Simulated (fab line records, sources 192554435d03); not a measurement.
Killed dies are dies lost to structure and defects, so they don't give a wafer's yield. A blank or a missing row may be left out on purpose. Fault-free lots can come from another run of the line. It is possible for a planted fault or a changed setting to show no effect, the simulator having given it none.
One fault through the eyes of 3 desks -- flow n5Finfet -- every desk sees just its own numbers, and what lay behind them comes last

## THE DEFECT DESK
Counts from the inspections along the route, per lot, as means over the sampled wafers that have a number. A lot is out of limits, marked OUT, if its mean lies more than 4 standard deviations from the usual mean; the brackets give that distance.
Columns: A = rawDefectCount at N5_HKMG_FIN_INSPECT_28, usual 41
lot,first seen here,A
L231,day 5 10:30,20
L233,day 5 20:16,58
L235,day 6 06:40,62
L237,day 6 23:29,52
L247,day 9 07:54,34
L249,day 10 00:11,22
This desk's verdict: no lot among the 6 shows anything out of limits.

## FROM THE METROLOGY DESK
Means of the sampled wafers that have a number, per lot and without regard to the tool the lot ran on: this is what the gauges read. A lot is out of limits, marked OUT, if its mean lies more than 4 standard deviations from the usual mean; the brackets give that distance. Of its 10 readings 7 are shown: those that lie furthest out on some lot.
Columns: A = DIBL_N at N5_BEOL_M4_RC_MEAS_101, usual 36.5 mV/V; B = DIBL_P at N5_BEOL_M4_RC_MEAS_101, usual 36.6 mV/V; C = IOFF_N at N5_BEOL_M4_RC_MEAS_101, usual 0.167 nA/um; D = IOFF_P at N5_BEOL_M4_RC_MEAS_101, usual 0.21 nA/um; E = SS_P at N5_BEOL_M4_RC_MEAS_101, usual 73.4 mV/dec; F = VT_N at N5_BEOL_M4_RC_MEAS_101, usual 249 mV; G = VT_P at N5_BEOL_M4_RC_MEAS_101, usual -250 mV
lot,first seen here,A,B,C,D,E,F,G
L231,day 9 03:25,36.1,33.7,0.151,0.20,72.6,249,-249
L233,day 9 11:46,35.4,36.0,0.162,0.21,73.8,250,-251
L235,day 9 18:12,35.8,36.0,0.160,0.20,73.4,248,-250
L237,day 10 10:25,37.4,38.7,0.168,0.19,73.5,250,-253
L247,day 13 01:44,34.5,34.0,0.128,0.17,73.3,256,-255
L249,day 13 15:50,36.8,36.5,0.143,0.21,72.7,253,-250
This desk's verdict: no lot among the 6 shows anything out of limits.

## DESK OF THE TOOL OWNER: cmp-04
The tool's own readings at N5_HKMG_FIN_CMP_23 (polishes, stops on SiNx, t overpolish 10 s, target thk 46.326 nm): means of the sampled wafers that have a number, for each lot that ran on this tool. A lot is out of limits, marked OUT, if its mean lies more than 4 standard deviations from the usual mean; the brackets give that distance.
Columns: A = edgeZonePressureFrac at N5_HKMG_FIN_CMP_23, usual 1.000; B = motorCurrentA at N5_HKMG_FIN_CMP_23, usual 11.8 A; C = overpolishRunS at N5_HKMG_FIN_CMP_23, usual 10.000 s; D = slurryFilterDpKPa at N5_HKMG_FIN_CMP_23, usual 13.49 kPa; E = timeToEndpointS at N5_HKMG_FIN_CMP_23, usual 11.8 s
lot,first seen here,A,B,C,D,E
L231,day 5 09:47,0.996,11.3,10.000,13.46,11.6
L233,day 5 19:33,0.999,11.6,9.997,13.47,9.1
L247,day 9 07:11,0.998,12.4,10.011,13.46,7.9
L249,day 9 23:38,1.003,12.3,9.992,13.54,2.8
This desk's verdict: no lot among the 4 shows anything out of limits.

## BROUGHT TOGETHER
Nothing the defect desk looked at was out of limits.
The metrology desk saw nothing out of limits.
The tool owner's desk saw nothing out of limits.

## WHAT THE SIMULATOR PUT IN
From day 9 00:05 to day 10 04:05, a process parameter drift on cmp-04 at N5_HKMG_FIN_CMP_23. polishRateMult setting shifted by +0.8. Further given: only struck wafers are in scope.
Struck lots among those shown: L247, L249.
